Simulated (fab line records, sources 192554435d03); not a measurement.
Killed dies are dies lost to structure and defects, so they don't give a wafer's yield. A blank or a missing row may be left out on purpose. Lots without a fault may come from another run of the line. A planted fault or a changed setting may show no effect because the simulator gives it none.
fab line records | flow n5_finfet
record lots=11 wafers=30 last_day=18
route steps=1938 shown BEOL_M10@1473
lots that met no fault: from a run of the same line without faults
start_h: hours from the record's first day to the start of the lot's first wafer shown | wait_h: hours since the lot's step before | " the same as in the row above | L1.1+2: a row that stands for several wafers | - no value, or no start given | * or withheld: withheld | < > ~ a bound
route shown NAME@n: a module of which the file shows steps, and the number in the route of the first | usual: mean/standard deviation of fault-free wafers | same: alike in all rows | chamber/n: place in a boat | sites: the reading at each site | _std_site: their standard deviation | _edge_site: outer sites' mean less inner sites' | radius_mm: how far each site lies from the wafer's centre | mask NAME#n: copy n | behind: the tool/chamber that last shaped the wafer | hold: why the lot was held/for how many hours/how that ended | device: the transistor (n, p or np) that didn't switch | end of line: the same wafers' tests at the end of the route | a step without rows: its recipe alone | killed: dies lost to structure and defects at the first sort, not the wafer's yield | map: a wafer's dies, x killed, . not, _ none there
set.NAME: the setting as run; set.NAME@STEP: as run at that earlier step | model.NAME: the simulator's own value behind a step, which no gauge read
steps of the route over a sample of lots; a table a step, a row a wafer
services: from which hour (start_h, from the record's first day; less than 0 if before it) a tool's chamber was out of use, for how many hours, and why
## steps
# step N5_BEOL_M10_PECVD_70
# recipe material=SiO2 target_thk_a=200 temp_c=400 precursor=TEOS/O2 pressure_torr=5.5 rf_w=450 teos_flow_sccm=53.8 gas=O2 flow_sccm=3000 time_s=22.7
# usual heater_power_w=730/86 showerhead_plenum_p_Torr=8.81/0.045 throttle_valve_pct=22.0/1.1
# columns lot.wafer tool chamber start_h wait_h heater_power_w showerhead_plenum_p_Torr throttle_valve_pct
L416.3 pecvd-04 1 218.43 0.1 747 8.83 23.1
L416.4 " 2 " " 699 8.81 20.8
L416.6 " 1 " " 795 8.83 22.9
L419.1 pecvd-01 2 238.60 0.0 634 8.81 20.7
L419.2 " 0 " " 615 8.82 21.9
L419.6 " 1 " " 831 8.76 23.6
L424.4 pecvd-01 1 278.94 0.1 820 8.79 23.8
L424.5 " 2 " " 738 8.80 20.7
L424.6 " 0 " " 740 8.83 22.0
L421.2 pecvd-04 0 301.44 0.0 698 8.89 21.3
L421.3 " 1 " " 890 8.81 22.9
L421.6 " 1 " " 876 8.82 23.0
L427.2 pecvd-01 2 305.18 0.0 783 8.79 21.0
L427.3 " 0 " " 689 8.85 22.1
L429.1 pecvd-01 1 305.81 0.0 838 8.79 23.6
L429.6 " 0 " " 737 8.84 21.8
L431.3 pecvd-04 1 321.13 0.0 804 8.82 23.1
L431.4 " 0 " " 672 8.90 20.9
L431.6 " 2 " " 770 8.79 20.9
L430.1 pecvd-01 2 326.15 0.0 742 8.79 20.7
L430.3 " 0 " " 669 8.83 22.0
L432.2 pecvd-04 0 334.19 0.0 627 8.88 21.4
L432.4 " 2 " " 770 8.81 20.8
L432.6 " 0 " " 631 8.90 21.3
L435.2 pecvd-02 1 334.34 0.0 532 8.68 22.1
L435.4 " 2 " " 692 8.89 20.1
L435.5 " 0 " " 551 8.75 23.4
L437.2 pecvd-02 2 377.28 0.0 769 8.86 20.5
L437.3 " 1 " " 551 8.68 22.4
L437.5 " 0 " " 582 8.74 23.5
# step N5_BEOL_M10_ETCH_66
# recipe chemistry=N2/H2 target=SOC target_depth_a=1200 overetch_a=240 mask_material=SiARC temp_c=40 time_s=180 ion_energy_ev=200 pressure_mtorr=30 source_w=840 bias_w=150 n2_flow_sccm=200 h2_flow_sccm=200
# usual bias_w=150.0/0.48 drypump_motor_current_A=5.6/0.49 n2_flow_sccm=200.0/0.61 oes_product_au=0.63/0.041 rf_vpp_V=523.0/2.4 showerhead_plenum_p_Torr=2.51/0.08 throttle_valve_pct=17.82/0.21
# columns lot.wafer tool chamber start_h wait_h bias_w drypump_motor_current_A n2_flow_sccm oes_product_au rf_hours_counter_h rf_vpp_V showerhead_plenum_p_Torr throttle_valve_pct
L416.3 rie_diel-04 2 220.36 0.0 149.7 4.8 199.1 0.70 59 525.5 2.58 17.54
L416.4 " 1 " " 149.4 5.4 199.1 0.61 157 521.8 2.45 18.11
L416.6 " 0 " " 149.8 6.1 200.1 0.68 - 521.5 2.47 17.63
L419.1 rie_diel-04 3 243.68 0.0 149.7 5.5 199.2 0.66 71 524.9 2.55 17.61
L419.2 " 1 " " 149.9 5.4 199.5 0.60 164 521.0 2.45 18.12
L419.6 " 2 " " 149.9 4.8 200.1 0.69 - 525.3 2.58 17.56
L424.4 rie_diel-01 3 280.83 0.0 150.1 6.2 200.6 0.60 152 520.4 2.44 17.78
L424.5 " 2 " " 150.3 5.6 200.1 0.60 - 523.7 2.55 18.00
L424.6 " 3 " " 150.1 6.2 200.8 0.60 - 521.1 2.44 17.77
L421.2 rie_diel-02 1 303.99 0.0 150.4 6.2 199.7 0.58 184 520.4 2.41 17.82
L421.3 " 0 " " 149.9 5.2 200.0 0.55 237 522.2 2.51 18.05
L421.6 " 3 " " 149.7 5.9 200.1 0.59 - 526.4 2.64 17.59
L427.2 rie_diel-02 2 307.96 0.0 150.0 5.7 199.8 0.66 89 520.7 2.48 18.24
L427.3 " 1 " " 150.4 6.2 199.6 0.59 186 521.0 2.41 17.83
L429.1 rie_diel-01 2 309.79 0.0 150.1 5.6 200.1 0.60 166 522.6 2.55 18.00
L429.6 " 2 " " 150.4 5.6 199.8 0.59 - 523.4 2.55 18.01
L431.3 rie_diel-02 0 330.62 0.0 148.8 5.2 201.1 0.55 245 522.0 2.50 18.07
L431.4 " 2 " " 149.9 5.7 200.5 0.65 97 522.1 2.47 18.25
L431.6 " 2 " " 149.4 5.7 200.3 0.65 - 520.9 2.48 18.25
L430.1 rie_diel-04 0 332.33 0.0 150.2 6.1 199.0 0.65 92 522.3 2.45 17.73
L430.3 " 3 " " 149.4 5.5 199.7 0.64 98 523.6 2.54 17.67
L432.2 rie_diel-01 3 342.41 0.0 149.7 6.2 198.9 0.59 168 519.7 2.43 17.82
L432.4 " 0 " " 150.0 6.2 200.0 0.62 123 523.3 2.44 17.76
L432.6 " 3 " " 150.3 6.1 200.7 0.60 - 520.3 2.43 17.79
L435.2 rie_diel-04 1 342.63 0.0 149.7 5.4 200.5 0.59 188 519.7 2.44 18.17
L435.4 " 2 " " 151.2 4.7 199.9 0.66 99 525.8 2.56 17.62
L435.5 " 0 " " 149.3 6.2 199.4 0.64 - 520.9 2.45 17.71
L437.2 rie_diel-04 3 381.32 0.0 149.3 5.5 201.2 0.63 112 524.2 2.54 17.70
L437.3 " 0 " " 150.1 6.1 199.7 0.64 108 520.4 2.45 17.76
L437.5 " 2 " " 150.1 4.8 200.4 0.65 - 524.9 2.56 17.64
# step N5_BEOL_M10_CURE_72
# recipe temp_c=370 time_s=120 ambient=DMADMS/He material=SiCOH_lowk
# usual lamp_power_pct=52.31/0.049 wafer_temp_C_max=371.9/0.67
# columns lot.wafer tool chamber start_h wait_h lamp_power_pct wafer_temp_C_max
L416.3 uv_cure-02 1 221.06 0.1 52.35 371.0
L416.4 " 1 " " 52.31 370.4
L416.6 " 1 " " 52.37 370.8
L419.1 uv_cure-03 0 244.43 0.2 52.27 372.3
L419.2 " 0 " " 52.17 372.3
L419.6 " 0 " " 52.33 371.9
L424.4 uv_cure-01 2 281.59 0.2 52.26 372.5
L424.5 " 2 " " 52.25 372.7
L424.6 " 2 " " 52.40 372.6
L421.2 uv_cure-03 1 304.64 0.1 52.20 371.8
L421.3 " 1 " " 52.29 371.5
L421.6 " 1 " " 52.29 371.8
L427.2 uv_cure-02 2 308.61 0.1 52.27 371.5
L427.3 " 2 " " 52.26 372.3
L429.1 uv_cure-02 1 310.40 0.0 52.24 370.9
L429.6 " 1 " " 52.32 370.9
L431.3 uv_cure-03 0 331.32 0.1 52.29 371.8
L431.4 " 0 " " 52.34 372.5
L431.6 " 0 " " 52.32 372.4
L430.1 uv_cure-01 2 332.93 0.0 52.38 372.2
L430.3 " 2 " " 52.24 372.4
L432.2 uv_cure-03 2 343.07 0.1 52.34 372.1
L432.4 " 2 " " 52.24 372.4
L432.6 " 2 " " 52.27 372.5
L435.2 uv_cure-02 2 343.46 0.3 52.28 372.3
L435.4 " 2 " " 52.32 372.4
L435.5 " 2 " " 52.20 372.4
L437.2 uv_cure-03 1 381.98 0.1 52.31 371.9
L437.3 " 1 " " 52.35 371.0
L437.5 " 1 " " 52.38 371.8
# step N5_BEOL_M10_ANNEAL_51
# recipe temp_c=225 time_s=90 ambient=N2
# usual anneal_temp_c_max=226.5/0.32 wafer_temp_C_max=225.92/0.28
# columns lot.wafer tool chamber start_h wait_h anneal_temp_c_max wafer_temp_C_max
L416.3 rtp_anneal-02 0 222.22 0.1 226.8 226.02
L416.4 " 0 " " 227.0 225.77
L416.6 " 0 " " 227.3 225.90
L419.1 rtp_anneal-02 0 245.99 0.4 226.6 225.95
L419.2 " 0 " " 226.6 226.11
L419.6 " 0 " " 226.8 225.80
L424.4 rtp_anneal-01 0 282.67 0.2 225.9 225.72
L424.5 " 0 " " 226.1 225.74
L424.6 " 0 " " 226.4 226.03
L421.2 rtp_anneal-01 0 307.27 0.1 226.3 226.06
L421.3 " 0 " " 226.5 226.21
L421.6 " 0 " " 226.1 225.84
L427.2 rtp_anneal-02 0 311.37 0.1 227.4 225.56
L427.3 " 0 " " 226.6 225.81
L429.1 rtp_anneal-02 0 312.14 0.6 226.7 225.70
L429.6 " 0 " " 226.3 226.30
L431.3 rtp_anneal-01 0 334.30 1.0 226.6 225.81
L431.4 " 0 " " 226.3 225.91
L431.6 " 0 " " 226.1 226.18
L430.1 rtp_anneal-01 0 336.51 0.1 226.0 225.93
L430.3 " 0 " " 226.3 225.92
L432.2 rtp_anneal-01 0 344.65 0.1 226.6 225.70
L432.4 " 0 " " 226.3 226.04
L432.6 " 0 " " 226.1 225.94
L435.2 rtp_anneal-02 0 345.20 0.3 226.7 225.36
L435.4 " 0 " " 226.7 225.41
L435.5 " 0 " " 226.4 225.43
L437.2 rtp_anneal-02 0 383.98 0.4 226.6 225.87
L437.3 " 0 " " 226.9 225.71
L437.5 " 0 " " 227.0 225.61
# step N5_BEOL_M10_CMP_52
# recipe stop_on=SiCOH_lowk t_overpolish_s=7 down_force_psi=1 platen_rpm=50 clearing_platen_down_force_psi=1.5 clearing_platen_rpm=50 post_cmp_clean=cu_alkaline target_thk_nm=140 clearing_platen_pad_velocity_m_s=0.99484 pad_velocity_m_s=0.99484
# usual barrier_field_endpoint_s=28.9/0.72 motor_current_A=6.2/0.57
# columns lot.wafer tool chamber start_h wait_h barrier_field_endpoint_s motor_current_A
L416.3 cmp-02 3 222.50 0.2 28.6 6.2
L416.4 " 0 " " 28.9 6.9
L416.6 " 1 " " 28.8 6.1
L419.1 cmp-03 0 246.32 0.3 29.2 5.8
L419.2 " 1 " " 29.6 7.2
L419.6 " 3 " " 29.4 6.5
L424.4 cmp-03 1 282.95 0.2 28.9 7.3
L424.5 " 2 " " 29.3 5.1
L424.6 " 3 " " 28.3 6.1
L421.3 cmp-02 0 307.64 0.3 29.1 6.6
L421.2 " 3 " " 28.9 6.1
L421.6 " 1 " " 29.8 6.3
L427.3 cmp-03 1 311.62 0.2 22.1 7.4
L427.2 " 0 " " 29.5 6.1
L429.1 cmp-04 1 312.55 0.4 21.7 6.4
L429.6 " 2 " " 28.9 5.7
L431.4 cmp-02 1 334.52 0.1 28.5 5.8
L431.3 " 3 " " 29.1 6.0
L431.6 " 2 " " 29.0 6.5
L430.1 cmp-04 3 336.85 0.3 21.0 5.9
L430.3 " 1 " " 20.6 6.5
L432.4 cmp-02 1 344.90 0.1 28.3 5.8
L432.2 " 0 " " 28.4 6.8
L432.6 " 1 " " 29.1 6.5
L435.4 cmp-04 1 345.49 0.2 29.2 6.7
L435.2 " 2 " " 29.2 5.7
L435.5 " 0 " " 31.5 5.9
L437.2 cmp-04 2 384.27 0.2 29.2 5.7
L437.3 " 0 " " 28.2 5.9
L437.5 " 2 " " 28.8 5.7
## services
# columns tool chamber start_h hours kind
rie_diel-01 - 196.61 0.9 repair
cmp-02 - 197.13 4.0 pm
rie_diel-04 3 198.02 17.3 repair
cmp-03 - 201.61 1.2 repair
cmp-03 - 206.51 0.8 repair
cmp-02 - 216.47 0.3 repair
rie_diel-02 2 220.41 6.5 repair
rie_diel-04 1 221.06 3.8 repair
rie_diel-01 2 231.74 9.0 repair
pecvd-04 2 233.81 14.8 repair
pecvd-04 - 237.05 0.8 repair
cmp-03 - 240.67 1.8 repair
pecvd-04 - 264.72 2.1 repair
uv_cure-02 - 271.07 1.5 repair
rie_diel-04 1 279.28 15.5 repair
uv_cure-03 - 290.46 0.3 repair
cmp-02 - 296.23 6.5 repair
cmp-04 - 306.53 4.0 pm
cmp-04 - 312.89 5.5 repair
rie_diel-04 1 320.36 8.2 repair
rie_diel-04 - 354.93 2.8 pm
cmp-04 - 355.56 2.0 repair
cmp-04 - 359.65 3.6 pm
uv_cure-02 - 376.00 3.4 pm
## key
first_sign step=N5_BEOL_M10_CMP_52 reading=barrier_field_endpoint_s direction=down sigmas=10 usual=28.9 struck=21.3
effect none on later readings
met_at N5_BEOL_M10_PECVD_70
struck_lots L427,L429,L430
struck_wafers L427.3,L429.1,L430.1,L430.3
not_acting_at N5_BEOL_M10_ETCH_66,N5_BEOL_M10_CURE_72,N5_BEOL_M10_ANNEAL_51
onset_between 278.94 305.18
fault kind=process_parameter_drift tool=pecvd-01 chamber=- onset_h=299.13 steps=N5_BEOL_M10_PECVD_70 channel=time_s offset=* shape=step end_h=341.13 scope=struck_wafers_only acts_in=* stated=*
